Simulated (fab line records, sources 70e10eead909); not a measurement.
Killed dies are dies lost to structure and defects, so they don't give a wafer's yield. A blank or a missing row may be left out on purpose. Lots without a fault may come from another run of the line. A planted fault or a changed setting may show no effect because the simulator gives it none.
Chamber matching | flow nand_harc | NHARC_A_STAIRCASE_ALD_415 on ald_hk-03: 4 sister chambers
The step deposits SiO2, target thk 30 nm, pulse time 6 s, ald cycles 300. 8 wafers are shown with their chamber, then 9 later ones without.

WAFERS WITH THEIR CHAMBER
wafer  | chamber | heater_power_w (W) | precursor_pulse_height_rel
L076.4 | 3       | 518                | 1.012
L081.4 | 3       | 514                | 1.018
L086.2 | 1       | 574                | 0.999
L086.5 | 0       | 523                | 1.008
L086.6 | 1       | 555                | 1.001
L088.2 | 2       | 400                | 1.013
L088.4 | 0       | 504                | 0.984
L088.5 | 2       | 407                | 1.015

WAFERS WITHOUT THEIR CHAMBER
wafer  | heater_power_w (W) | precursor_pulse_height_rel
L093.3 | 563                | 1.019
L093.5 | 426                | 0.998
L093.6 | 482                | 1.016
L091.3 | 511                | 0.997
L091.4 | 468                | 0.998
L091.5 | 472                | 0.987
L095.3 | 502                | 0.977
L095.4 | 407                | 1.005
L095.6 | 407                | 1.014

WHICH CHAMBER EACH WENT THROUGH
wafer  | from the rows above     | in truth
L093.3 | 1                       | 1
L093.5 | 2                       | 2
L093.6 | can't be placed: 3 or 0 | 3
L091.3 | can't be placed: 0 or 3 | 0
L091.4 | can't be placed: 0 or 3 | 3
L091.5 | can't be placed: 0 or 3 | 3
L095.3 | 0                       | 0
L095.4 | 2                       | 2
L095.6 | 2                       | 2
Placed correctly: 5 of 9. Can't be placed from these rows: 4 (the true chamber is among the candidates in 4). Placed wrongly: 0.
How it was worked out, from the rows above alone: a wafer's distance from a chamber is the root of the sum, over the readings, of the square of ((its reading less the chamber's mean) divided by the reading's scatter). The wafer belongs to the nearest chamber; if the next one is less than 2 further off, it can't be placed. A chamber's mean is the mean of its shown wafers. The scatter: the root of (the sum of the squares of (reading less its chamber's mean) over the shown wafers, divided by (wafers less chambers)).
